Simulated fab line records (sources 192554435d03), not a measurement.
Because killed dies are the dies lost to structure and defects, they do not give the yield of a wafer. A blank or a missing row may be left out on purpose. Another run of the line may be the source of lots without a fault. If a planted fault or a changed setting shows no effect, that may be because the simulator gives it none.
Chamber matching | flow n5_finfet | 4 sister chambers for N5_PMOS_HMC_CHANNEL_EPI_ETCH_32 on rie_diel-05
The step etches BARC in N2/H2, stops on SiO2, target depth 85.8 nm, time 50.3 s. 4 wafers are shown with their chamber, then 7 later ones without.

## EACH WAFER AND ITS CHAMBER
wafer  | chamber | showerhead_plenum_p_Torr (Torr)
L083.4 | 0       | 2.60
L090.3 | 3       | 2.64
L093.3 | 1       | 2.59
L093.5 | 2       | 2.59

## WAFERS WITH NO CHAMBER GIVEN
wafer  | showerhead_plenum_p_Torr (Torr)
L093.6 | 2.59
L096.1 | 2.63
L096.2 | 2.59
L096.4 | 2.58
L097.2 | 2.59
L097.4 | 2.58
L097.5 | 2.59

## WHICH CHAMBER EACH ONE RAN IN
wafer  | from the rows above          | in truth
L093.6 | can't be placed: 1 or 2 or 0 | 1
L096.1 | 3                            | 3
L096.2 | can't be placed: 1 or 2 or 0 | 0
L096.4 | can't be placed: 1 or 2 or 0 | 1
L097.2 | can't be placed: 1 or 2 or 0 | 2
L097.4 | can't be placed: 1 or 2 or 0 | 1
L097.5 | can't be placed: 1 or 2 or 0 | 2
Correctly placed: 1 of 7. Cannot be placed on the basis of these rows: 6; the candidates contain the true chamber in 6. Wrongly placed: 0.
How it was worked out, from the rows above alone: a wafer's distance from a chamber is the root of the sum, over the readings, of the square of ((its reading less the chamber's mean) divided by the reading's scatter). If the next closest chamber is less than 2 further off than the closest, the wafer can't be placed; otherwise it belongs to the closest. The mean given for a chamber averages the wafers shown for that chamber. The scatter: root of mean squared gap, hidden wafer to nearest shown wafer, with one shown wafer a chamber.
